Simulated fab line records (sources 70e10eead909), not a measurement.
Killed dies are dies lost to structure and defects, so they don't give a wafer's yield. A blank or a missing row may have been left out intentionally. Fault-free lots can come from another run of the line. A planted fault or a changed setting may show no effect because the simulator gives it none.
fab line records	flow nandHarc
record lots=5	wafers=15	lastDay=24
route steps=1159 shown P_M1@299 P_M2@318 END@1159
lots that met no fault: from a run of the same line without faults
startH: start of the lot's first displayed wafer, in hours after the record's first day	waitH: hours elapsed since this lot's preceding step	" the same as in the row above	L1.1+2: several wafers, shown together as one row	- either no value or no given start	* or withheld: withheld	< > ~ a bound
route shown NAME@n: NAME is a module with steps in the file, n the number in the route of the first one	usual: mean/standard deviation taken from wafers without a fault	same: alike in all rows	chamber/n: place in a boat	sites: each site's reading	_std_site: standard deviation of those values	_edge_site: outer sites' mean less inner sites'	radiusMm: how far each site lies from the wafer's centre	mask NAME#n: copy n	behind: the tool/chamber that last shaped the wafer	hold: reason for holding the lot/hours on hold/outcome of the hold	device: whichever transistor did not switch (one of n, p or np)	end of line: at the end of the route, the tests of the same wafers	where a step has no rows: the recipe by itself	killed: the dies lost at the first sort to structure and to defects; this is not the yield of the wafer	map: per-die view of a wafer (x killed, . not killed, _ where there is no die)
set.NAME: the run value of the setting; set.NAME@STEP: its run value at that earlier step	model.NAME: the simulator's own value behind a step, which no gauge read
lots seen at some steps along the route; tables by step, rows by wafer
services: from which hour (startH, from the record's first day; less than 0 if before it) a tool's chamber was out of use, for how many hours, and why
## steps
# step NHARC_P_M1_ETCH_35
# recipe targetDepthA=400	overetchA=120	timeS=43.94	ionEnergyEv=200	n2FlowSccm=150	h2FlowSccm=150	arFlowSccm=0	rfW=400	biasW=150	chemistry=N2/H2
# step NHARC_P_M1_ETCH_15
# recipe targetDepthA=1825	timeS=91.2	c4f8FlowSccm=withheld	arFlowSccm=400	rfW=600	biasW=300	chemistry=C4F8/Ar
# usual oesProductAu=0.957/0.023	rfVppV=441.1/2.6
lot.wafer	tool	chamber	startH	waitH	oesProductAu	rfHoursCounterH	rfVppV
L129.4	rieDiel-09	1	-	-	0.923	4	443.1
L129.3	"	0	"	"	0.918	3	438.2
L129.5	"	1	"	"	0.917	-	440.9
L135.2	rieDiel-13	3	-	-	0.980	5	442.9
L135.4	"	0	"	"	0.984	6	438.4
L135.3	"	2	"	"	0.964	6	437.8
L140.3	rieDiel-09	0	-	-	0.957	8	438.8
L140.2	"	1	"	"	0.963	9	441.2
L140.6	"	0	"	"	0.965	-	439.1
L148.4	rieDiel-13	1	-	-	0.930	12	442.3
L148.5	"	3	"	"	0.914	-	443.7
L148.6	"	0	"	"	0.916	-	437.7
L150.4	rieDiel-11	2	-	-	0.982	2	438.4
L150.2	"	0	"	"	0.945	2	441.1
L150.6	"	2	"	"	0.966	-	438.5
# step NHARC_P_M1_CD_MEAS_16
# usual cdNm=130.0/0.52
lot.wafer	tool	chamber	startH	waitH	cdNm
L129.3	cdSem-03	-	135.36	-	130.8
L129.4	"	-	"	"	130.6
L129.5	"	-	"	"	129.8
L135.2	cdSem-03	-	176.46	-	129.4
L135.3	"	-	"	"	129.6
L135.4	"	-	"	"	129.2
L140.2	cdSem-02	-	202.73	-	129.2
L140.3	"	-	"	"	130.0
L140.6	"	-	"	"	130.3
L148.4	cdSem-01	-	243.39	-	130.5
L148.5	"	-	"	"	130.4
L148.6	"	-	"	"	130.1
L150.2	cdSem-01	-	259.89	-	129.0
L150.4	"	-	"	"	129.4
L150.6	"	-	"	"	129.1
# step NHARC_P_M1_STRIP_18
# recipe powerW=1000	n2FlowSccm=150	h2FlowSccm=150	arFlowSccm=0	biasW=0	chemistry=N2/H2
# step NHARC_P_M1_ETCH_28
# recipe targetDepthA=300	overEtchFrac=0.3	timeS=72.99	ionEnergyEv=150	cf4FlowSccm=50	n2FlowSccm=100	arFlowSccm=150	rfW=300	biasW=100	chemistry=CF4/N2
# usual drypumpMotorCurrentA=5.7/0.5	oesProductAu=0.998/0.0067	rfVppV=314.6/2.1	showerheadPlenumPTorr=2.65/0.11	throttleValvePct=19.795/0.0095
lot.wafer	tool	chamber	startH	waitH	drypumpMotorCurrentA	oesProductAu	rfHoursCounterH	rfVppV	showerheadPlenumPTorr	throttleValvePct
L129.4	rieDiel-11	1	-	-	5.0	0.990	3	317.5	2.75	19.821
L129.3	"	2	"	"	6.3	1.000	3	312.1	2.53	19.785
L129.5	"	2	"	"	6.3	0.999	-	312.9	2.53	19.805
L135.4	rieDiel-13	3	-	-	5.6	1.007	5	316.6	2.78	19.791
L135.2	"	0	"	"	5.9	0.991	6	311.8	2.54	19.810
L135.3	"	1	"	"	5.3	1.001	7	315.6	2.72	19.782
L140.3	rieDiel-11	2	-	-	6.3	1.003	0	312.1	2.52	19.802
L140.2	"	0	"	"	6.0	0.993	0	314.7	2.64	19.795
L140.6	"	1	"	"	4.9	1.001	-	318.4	2.75	19.780
L148.4	rieDiel-09	1	-	-	6.0	0.990	11	314.7	2.67	19.794
L148.5	"	2	"	"	4.8	0.997	-	312.1	2.51	19.783
L148.6	"	3	"	"	5.9	1.004	-	315.3	2.70	19.801
L150.2	rieDiel-11	2	-	-	6.3	1.008	2	311.2	2.52	19.775
L150.4	"	3	"	"	5.8	1.008	2	315.8	2.81	19.797
L150.6	"	3	"	"	5.8	0.997	-	316.0	2.81	19.782
# step NHARC_P_M1_STRIP_19
# recipe timeS=600	tempC=30	chemistry=postEtchResidueRemover
# step NHARC_P_M1_DEGAS_29
# recipe tempC=250	timeS=60
# step NHARC_P_M1_PRE_CLEAN_30
# recipe timeS=30	tempC=280	gas=H2/He
# step NHARC_P_M1_PVD_20
# recipe targetThkA=50	biasV=168.6	powerW=15000	chamberPressurePa=0.12	timeS=8.06	substrateTempC=50	material=TaN
# step NHARC_P_M1_PVD_21
# recipe targetThkA=300	chamberPressurePa=5	powerW=5000	substrateTempC=30	timeS=20.49	material=Cu
# usual throttleValvePct=29.6/0.96
lot.wafer	tool	chamber	startH	waitH	throttleValvePct
L129.4	pvdSputter-02	-	-	-	29.1
L129.3	"	-	"	"	32.0
L129.5	"	-	"	"	29.1
L135.3	pvdSputter-01	-	-	-	30.0
L135.4	"	-	"	"	30.3
L135.2	"	-	"	"	29.0
L140.3	pvdSputter-03	-	-	-	30.0
L140.2	"	-	"	"	27.9
L140.6	"	-	"	"	27.8
L148.4	pvdSputter-02	-	-	-	31.3
L148.6	"	-	"	"	29.2
L148.5	"	-	"	"	29.0
L150.2	pvdSputter-03	-	-	-	29.3
L150.4	"	-	"	"	27.6
L150.6	"	-	"	"	29.9
# step NHARC_P_M1_ECD_22
# recipe targetThkA=4000	bathTempC=25	material=Cu
# step NHARC_P_M1_ANNEAL_31
# recipe tempC=225	timeS=90
# usual annealTempCMax=226.0/0.31	wafer_temp_C_max=226.07/0.24
lot.wafer	tool	chamber	startH	waitH	annealTempCMax	wafer_temp_C_max
L129.3	rtpAnneal-01	0	136.92	0.3	226.0	226.63
L129.4	"	0	"	"	225.7	225.93
L129.5	"	0	"	"	225.5	226.38
L135.2	rtpAnneal-01	0	177.95	-	226.0	226.30
L135.3	"	0	"	"	225.7	225.96
L135.4	"	0	"	"	225.6	226.02
L140.2	rtpAnneal-02	0	204.24	0.4	226.5	226.23
L140.3	"	0	"	"	226.4	226.16
L140.6	"	0	"	"	226.6	225.85
L148.4	rtpAnneal-01	0	245.00	0.4	225.9	226.09
L148.5	"	0	"	"	226.0	226.09
L148.6	"	0	"	"	226.3	226.10
L150.2	rtpAnneal-02	0	261.41	0.3	225.9	225.86
L150.4	"	0	"	"	225.9	225.91
L150.6	"	0	"	"	226.5	225.43
# step NHARC_P_M1_CMP_23
# recipe tOverpolishS=20	targetThkNm=157.82
# usual edgeZonePressureFrac=1.001/0.0052	motorCurrentA=12.1/1.5	retainingRingPressureFrac=1.000/0.0053	timeToEndpointS=29.2/2.1
lot.wafer	tool	chamber	startH	waitH	edgeZonePressureFrac	motorCurrentA	retainingRingPressureFrac	timeToEndpointS
L129.4	cmp-03	2	137.16	-	0.998	12.2	0.992	31.0
L129.3	"	3	"	"	0.997	11.3	1.006	27.6
L129.5	"	3	"	"	0.991	11.3	0.999	29.7
L135.3	cmp-03	0	178.25	-	1.008	15.7	1.000	26.5
L135.2	"	1	"	"	0.998	11.5	0.993	28.7
L135.4	"	2	"	"	1.008	11.9	1.007	28.8
L140.2	cmp-02	1	204.59	-	1.005	13.1	0.999	32.2
L140.3	"	2	"	"	1.004	11.6	0.993	31.1
L140.6	"	0	"	"	1.003	9.8	0.996	33.3
L148.4	cmp-01	1	245.24	-	0.989	12.5	1.006	28.3
L148.5	"	3	"	"	1.009	10.9	1.002	31.3
L148.6	"	0	"	"	1.006	13.5	1.009	31.3
L150.4	cmp-01	0	261.76	-	0.997	13.5	0.997	29.8
L150.2	"	1	"	"	0.996	12.2	1.000	28.7
L150.6	"	3	"	"	0.998	10.5	1.002	28.0
# step NHARC_P_M1_THK_MEAS_24
# recipe thkMeasGauge=xrf
# usual thkNm=157.9/1.4
lot.wafer	tool	chamber	startH	waitH	thkNm
L129.3	filmMetro-01	-	137.47	-	157.9
L129.4	"	-	"	"	157.2
L129.5	"	-	"	"	156.5
L135.2	filmMetro-01	-	178.56	-	157.7
L135.3	"	-	"	"	156.2
L135.4	"	-	"	"	156.5
L140.2	filmMetro-02	-	204.85	-	156.1
L140.3	"	-	"	"	158.4
L140.6	"	-	"	"	157.5
L148.4	filmMetro-01	-	245.51	-	156.3
L148.5	"	-	"	"	156.9
L148.6	"	-	"	"	156.2
L150.2	filmMetro-01	-	262.02	-	158.1
L150.4	"	-	"	"	157.2
L150.6	"	-	"	"	158.6
# step NHARC_P_M1_SRD_25
# step NHARC_P_M1_INSPECT_27
# usual rawDefectCount=327/120
lot.wafer	tool	chamber	startH	waitH	rawDefectCount
L129.3	defectInspect-02	-	137.65	0.0	377
L129.4	"	-	"	"	227
L129.5	"	-	"	"	287
L135.2	defectInspect-02	-	178.72	0.0	189
L135.3	"	-	"	"	379
L135.4	"	-	"	"	1177
L140.2	defectInspect-02	-	205.00	0.0	392
L140.3	"	-	"	"	228
L140.6	"	-	"	"	288
L148.4	defectInspect-01	-	245.66	0.0	474
L148.5	"	-	"	"	356
L148.6	"	-	"	"	446
L150.2	defectInspect-02	-	262.18	0.0	268
L150.4	"	-	"	"	213
L150.6	"	-	"	"	255
# step NHARC_P_M1_PRE_CLEAN_32
# recipe timeS=12	tempC=370	rfPowerW=300	gas=NH3
# usual heaterPowerW=603/73
lot.wafer	tool	chamber	startH	waitH	heaterPowerW	sinceWetCleanH
L129.3	pecvd-04	0	137.78	0.1	768	111
L129.4	"	1	"	"	667	-
L129.5	"	2	"	"	639	-
L135.2	pecvd-04	1	178.78	0.1	648	152
L135.4	"	1	"	"	647	-
L135.3	"	2	"	"	606	-
L140.2	pecvd-02	1	205.09	0.1	516	39
L140.3	"	1	"	"	524	-
L140.6	"	1	"	"	510	-
L148.6	pecvd-02	1	245.79	0.1	523	-
L148.4	"	2	"	"	699	-
L148.5	"	0	"	"	535	-
L150.2	pecvd-02	0	262.27	0.1	521	96
L150.6	"	1	"	"	526	-
L150.4	"	0	"	"	527	-
# step NHARC_P_M1_DEP_33
# recipe targetThkA=300	tempC=370	targetThkNm=30	pressureTorr=3	flowSccm=200	rfW=450	material=SiCN
# step NHARC_P_M2_DEP_00
# recipe targetThkA=1825	targetThkNm=182.5	tempC=withheld	pressureTorr=5	flowSccm=200	rfW=600	material=SiOC
# step NHARC_P_M2_DEHYDRATE_01
# recipe tempC=150	timeS=120
# step NHARC_P_M2_HMDS_02
# recipe timeS=30
# step NHARC_P_M2_COAT_34
# recipe tempC=200	timeS=65
# step NHARC_P_M2_COAT_03
# recipe spinRpm=1500	resistThkNm=90
# step NHARC_P_M2_SOFTBAKE_04
# recipe tempC=105	timeS=55
# step NHARC_P_M2_EBR_05
# step NHARC_P_M2_EXPOSE_06
# recipe na=1.35	targetCdNm=170	doseMj=80.78	maskId=P_M2
# step NHARC_P_M2_PEB_07
# recipe pebTempC=100	pebTimeS=65
# step NHARC_P_M2_DEVELOP_08
# recipe developTimeS=35	devTempC=23
# step NHARC_P_M2_CD_MEAS_09
# recipe targetCdNm=170	landingEnergyEv=500
# usual cdNm=170.0/0.47
lot.wafer	tool	chamber	startH	waitH	cdNm
L129.3	cdSem-02	0	139.11	-	170.6
L129.4	"	0	"	"	170.6
L129.5	"	0	"	"	170.1
L135.2	cdSem-02	0	180.29	-	170.0
L135.3	"	0	"	"	169.2
L135.4	"	0	"	"	169.9
L140.2	cdSem-02	0	206.43	-	170.9
L140.3	"	0	"	"	170.5
L140.6	"	0	"	"	170.5
L148.4	cdSem-02	0	246.94	-	170.4
L148.5	"	0	"	"	170.1
L148.6	"	0	"	"	170.2
L150.2	cdSem-03	0	263.57	-	169.9
L150.4	"	0	"	"	170.6
L150.6	"	0	"	"	170.7
# step NHARC_P_M2_OVL_MEAS_10
# recipe pitchNm=340
# usual overlayXNm=-0.2/0.92	overlayYNm=-0.2/0.78
lot.wafer	tool	chamber	startH	waitH	overlayXNm	overlayYNm
L129.3	overlay-01	-	139.19	-	-0.7	0.6
L129.4	"	-	"	"	-0.4	0.5
L129.5	"	-	"	"	-0.8	0.2
L135.2	overlay-01	-	180.37	-	0.1	-0.6
L135.3	"	-	"	"	-0.4	-1.0
L135.4	"	-	"	"	0.0	-1.2
L140.2	overlay-01	-	206.53	-	-1.0	1.4
L140.3	"	-	"	"	-0.5	1.2
L140.6	"	-	"	"	-0.9	1.1
L148.4	overlay-02	-	247.02	-	-0.1	0.0
L148.5	"	-	"	"	-0.2	0.0
L148.6	"	-	"	"	0.0	-0.4
L150.2	overlay-01	-	263.67	-	-1.9	-0.5
L150.4	"	-	"	"	-1.3	-0.3
L150.6	"	-	"	"	-1.1	-0.5
# step NHARC_P_M2_INSPECT_11
# usual rawDefectCount=4.4/2.3
lot.wafer	tool	chamber	startH	waitH	rawDefectCount
L129.3	defectInspect-01	-	139.23	0.0	5
L129.4	"	-	"	"	3
L129.5	"	-	"	"	6
L135.2	defectInspect-02	-	180.41	0.0	3
L135.3	"	-	"	"	2
L135.4	"	-	"	"	659
L140.2	defectInspect-01	-	206.56	0.0	4
L140.3	"	-	"	"	7
L140.6	"	-	"	"	6
L148.4	defectInspect-01	-	247.06	0.0	3
L148.5	"	-	"	"	7
L148.6	"	-	"	"	8
L150.2	defectInspect-01	-	263.72	0.1	2
L150.4	"	-	"	"	6
L150.6	"	-	"	"	3
# step NHARC_P_M2_DESCUM_14
# recipe timeS=3	o2FlowSccm=200	arFlowSccm=0	biasPowerW=0	chemistry=O2
# step NHARC_END_SORT_01
# recipe tempC=25
# usual defectLimitedYield=95.3/1.7	killedAtArray=28/12	killedAtOther=0.8/1.1	killedAtPeriphery=3.6/2.3	killedDies=32/12	killedOpen=3.4/1.9	killedShort=2.0/1.3	sort_bin_2_pct=1.4/0.61	sort_bin_3_pct=0.26/0.22	sort_bin_4_pct=3.0/1.2	sortNPass=645/12	sortRimYieldPct=95.8/2.9	sortYieldPct=95.3/1.7
# same grossDies=677	sort_bin_5_pct[%]=0	sort_bin_6_pct[%]=0	sort_bin_7_pct[%]=0	sort_bin_8_pct[%]=0	sortRimNGross=106.00
lot.wafer	tool	chamber	startH	waitH	defectLimitedYield[%]	killedAtArray	killedAtOther	killedAtPeriphery	killedDies	killedOpen	killedShort	sort_bin_2_pct[%]	sort_bin_3_pct[%]	sort_bin_4_pct[%]	sortNPass	sortRimYieldPct[%]	sortYieldPct[%]
L129.3	prober-02	0	442.52	3.1	96.2	22	1	3	26	1	2	1.8	0	2.1	651	92.5	96.2
L129.4	prober-02	0	443.32	3.4	96.2	25	0	1	26	3	3	0.7	0.15	3.0	651	94.3	96.2
L129.5	prober-02	0	444.12	3.7	95.7	24	0	5	29	1	2	1.6	0.44	2.2	648	92.5	95.7
L135.2	prober-02	0	483.47	2.8	95.0	32	0	2	34	4	3	2.5	0.44	2.1	643	95.3	95.0
L135.3	prober-02	0	484.26	3.1	94.8	32	0	3	35	2	5	1.8	0.15	3.2	642	96.2	94.8
L135.4	prober-02	0	485.06	3.4	36.9	29	0	398	427	4	1	21.3	2.95	38.8	250	40.6	36.9
L140.2	prober-02	0	504.82	2.8	97.2	12	1	6	19	3	0	0.3	0.44	2.1	658	98.1	97.2
L140.3	prober-02	0	505.62	3.1	97.5	11	0	6	17	4	1	1.3	0	1.2	660	98.1	97.5
L140.6	prober-02	0	508.02	4.0	96.9	13	0	8	21	3	4	0.4	0.44	2.2	656	97.2	96.9
L150.2	prober-01	0	582.70	2.8	93.1	44	0	3	47	6	1	1.6	1.48	3.8	630	98.1	93.1
L150.4	prober-01	0	584.30	3.4	93.5	41	0	3	44	2	1	2.1	0.15	4.3	633	98.1	93.5
L150.6	prober-01	0	585.89	4.0	93.6	40	1	2	43	2	1	2.8	0.59	3.0	634	99.1	93.6
# killed by level:class
L129.3 A_CHANNEL_HOLE_D1:chamberFilmFlake=13 P_ZERO_WELL:chamberFilmFlake=3 A_CONTACT:chamberFilmFlake=3 A_SLIT:chamberFilmFlake=2 A_ONON_D1:geometricParticle:short=1 A_CONTACT:geometricParticle:open=1 STARTING-WAFER:geometricParticle:short=1 A_STAIRCASE:chamberFilmFlake=1
L129.4 A_CHANNEL_HOLE_D1:chamberFilmFlake=14 A_SGD_CUT:geometricParticle:short=3 A_CONTACT:geometricParticle:open=2 A_SLIT:chamberFilmFlake=2 A_CONTACT:chamberFilmFlake=2 P_STI:geometricParticle:open=1 A_ZERO_WELL:chamberFilmFlake=1 A_WL_FILL:chamberFilmFlake=1
L129.5 A_CHANNEL_HOLE_D1:chamberFilmFlake=15 A_CONTACT:chamberFilmFlake=3 P_ZERO_WELL:chamberFilmFlake=2 A_WL_FILL:chamberFilmFlake=2 P_STI:geometricParticle:short=1 P_M1:geometricParticle:open=1 A_SGD_CUT:geometricParticle:short=1 P_STI:chamberFilmFlake=1
L135.2 A_SLIT:chamberFilmFlake=12 A_CHANNEL_HOLE_D1:chamberFilmFlake=10 A_CONTACT:geometricParticle:open=2 A_SOURCE_PLATE:geometricParticle:short=1 A_CHANNEL_HOLE_D1:geometricParticle:open=1 A_SGD_CUT:geometricParticle:short=1 A_WL_FILL:geometricParticle:short=1 A_WL_FILL:geometricParticle:open=1
L135.3 A_SLIT:chamberFilmFlake=12 A_CHANNEL_HOLE_D1:chamberFilmFlake=11 A_WL_FILL:chamberFilmFlake=4 A_CHANNEL_HOLE_D1:geometricParticle:short=2 P_GATE:geometricParticle:open=1 P_CONTACT:geometricParticle:short=1 P_M0:geometricParticle:short=1 A_ONON_D1:geometricParticle:short=1
L135.4 P_M1:unspecified=396 A_CHANNEL_HOLE_D1:chamberFilmFlake=12 A_SLIT:chamberFilmFlake=12 A_CONTACT:geometricParticle:open=2 P_CONTACT:geometricParticle:short=1 A_ONON_D1:geometricParticle:open=1 A_CHANNEL_FILL_D1:geometricParticle:open=1 A_CONTACT:chamberFilmFlake=1
L140.2 A_CHANNEL_HOLE_D1:chamberFilmFlake=6 P_BONDPAD:chamberFilmFlake=4 A_STAIRCASE:chamberFilmFlake=3 P_CONTACT:geometricParticle:open=1 A_ONON_D1:geometricParticle:open=1 A_CONTACT:geometricParticle:open=1 P_ZERO_WELL:chamberFilmFlake=1 A_WL_FILL:chamberFilmFlake=1
L140.3 A_CHANNEL_HOLE_D1:chamberFilmFlake=5 A_CONTACT:geometricParticle:open=2 P_GATE:chamberFilmFlake=2 P_M1:chamberFilmFlake=2 A_ONON_D1:geometricParticle:open=1 A_ONON_D1:geometricParticle:short=1 A_CHANNEL_HOLE_D1:geometricParticle:open=1 P_ZERO_WELL:chamberFilmFlake=1
L140.6 P_BONDPAD:chamberFilmFlake=3 A_CHANNEL_HOLE_D1:chamberFilmFlake=3 A_STAIRCASE:chamberFilmFlake=3 A_CHANNEL_FILL_D1:geometricParticle:short=2 P_M1:chamberFilmFlake=2 P_CONTACT:geometricParticle:open=1 P_M0:geometricParticle:short=1 A_CHANNEL_HOLE_D1:geometricParticle:short=1
L150.2 A_SLIT:chamberFilmFlake=23 A_CHANNEL_HOLE_D1:chamberFilmFlake=5 A_STAIRCASE:chamberFilmFlake=3 A_CONTACT:chamberFilmFlake=3 A_CHANNEL_FILL_D1:geometricParticle:open=2 A_ZERO_WELL:chamberFilmFlake=2 A_WL_FILL:chamberFilmFlake=2 P_CONTACT:geometricParticle:open=1
L150.4 A_SLIT:chamberFilmFlake=18 A_CHANNEL_HOLE_D1:chamberFilmFlake=11 A_CONTACT:chamberFilmFlake=4 A_STAIRCASE:chamberFilmFlake=3 A_CHANNEL_FILL_D1:geometricParticle:open=2 P_STI:chamberFilmFlake=2 A_CHANNEL_FILL_D1:chamberFilmFlake=2 A_CHANNEL_FILL_D1:geometricParticle:short=1
L150.6 A_SLIT:chamberFilmFlake=17 A_CHANNEL_HOLE_D1:chamberFilmFlake=8 A_STAIRCASE:chamberFilmFlake=6 A_CONTACT:chamberFilmFlake=4 A_WL_FILL:chamberFilmFlake=2 P_M1:geometricParticle:open=1 A_ONON_D1:geometricParticle:short=1 A_WL_FILL:geometricParticle:open=1
# map L135.4 (x killed, . not)
____________x____________
_________xx....._________
_______.xxxxxx.x.x_______
______xxxx.xx.x.xxx______
_____x.xxxxxx.xx.xxx_____
____x.xx.xxx.xxx..xx.____
____xxxx.x.xxxxxx.xxx____
___...xxxxxx.xxx.x....___
___xxxx.xx.xxx...xx..x___
__.x.xx.x.xxx......xxxx__
__xxxxxx...xx..xxxx..xx__
_.x...x.x.x..x.......xxx_
_x.x.xxxxx.x...x.xxxxxxx_
_...xxxxx...x.....x.xx.x_
_xxxxx.xxx.xx.xxx.x..x.x_
_.xx.xxx..xx.xxxx.x.xxxx_
xx..xxxx...x.xxx.xx.x..x.
...xxxxxxx.xxxxxxx..xxxxx
xxxx.xxx.xxx..x.xxx.xxxx.
....x.xxxx.x.xxx..xxxxxxx
.x.xx.xx...xx..xxxxxx.x.x
_.xxxxxx.....xxxxxx.xx.._
_.x.xx.x.x.x.xxx..xxx.x._
_xxx.xxxxxx.x.x.xxxxx.xx_
_..x.x.x....xxxx.xx.xxxx_
_.xxxx..xx..xxxx..x.x..._
__.xxx.xxx..xxxxx.xxxxx__
__.xxxxxx..xx.xx...xxxx__
___x.x.x.xxxxxxx.xxxxx___
___.xxxx.xx.xx.x.x.xxx___
____x.x.x..xxxx...xxx____
____xx.x..x.x.x..xxxx____
_____xx.xx.xxxxxxxxx_____
______...xx..xx....______
_______.x.xx....x._______
_________x.x.xxx_________
____________.____________
# map L129.5 (x killed, . not)
____________.____________
_________......._________
_______x.........._______
______xxx........x.______
_____x.x.x.........._____
____x...x............____
____....xx...x.......____
___....x..............___
___...x...............___
__.....................__
__....x..........x.....__
_......................._
_......................._
_......................._
_......x.........x......_
_......................x_
.........................
....................x....
........................x
......................x..
.........................
_......................._
_...............x......._
_....................x.._
_...x..................._
_.....x..............x.._
__.....................__
__.....................__
___................x..___
___...................___
____.................____
____.................____
_____..............._____
______.............______
_______..........._______
_________......._________
____________.____________
## services
tool	chamber	startH	hours	kind
rieDiel-09	3	122.97	5.7	repair
cmp-03	-	128.42	0.4	repair
rieDiel-13	3	129.03	8.8	repair
rieDiel-13	2	131.68	11.2	repair
pecvd-02	0	135.89	16.4	repair
pecvd-02	-	153.00	13.0	pm
cmp-03	-	156.00	4.0	pm
rieDiel-11	-	164.47	1.6	repair
rieDiel-11	0	169.64	10.9	repair
pecvd-04	0	173.74	7.8	repair
cmp-01	-	179.66	4.0	pm
rieDiel-11	-	189.55	9.0	pm
cmp-03	-	191.11	2.5	repair
pecvd-04	-	195.22	13.0	pm
pecvd-02	2	203.38	2.1	repair
pvdSputter-02	-	214.00	10.0	pm
cmp-01	-	217.90	10.3	repair
pvdSputter-03	-	218.39	12.4	repair
rieDiel-11	1	235.34	6.8	repair
rieDiel-11	-	245.32	0.3	repair
rieDiel-13	-	252.87	1.6	repair
cmp-03	-	254.01	4.0	pm
rieDiel-09	-	254.10	9.0	pm
rieDiel-13	2	258.73	2.7	repair
## key
firstSign step=NHARC_P_M1_INSPECT_27	reading=rawDefectCount	direction=up	sigmas=7.1	usual=327	struck=1177
effect step=NHARC_P_M2_INSPECT_11	reading=rawDefectCount	direction=up	sigmas=99+	usual=4.4	struck=659
effect step=NHARC_END_SORT_01	reading=killedAtPeriphery	direction=up	sigmas=99+	usual=3.6	struck=398
moreKillsBornAt NHARC_P_M1_CMP_23@cmp-03=396
metAt NHARC_P_M1_CMP_23
struckWafers L135.4
onsetBetween 137.16 178.25
fault kind=chamberParticleSource	tool=cmp-03	chamber=2	onsetH=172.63	steps=NHARC_P_M1_CMP_23	ratePerVisitCm2=1.0359	endH=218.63
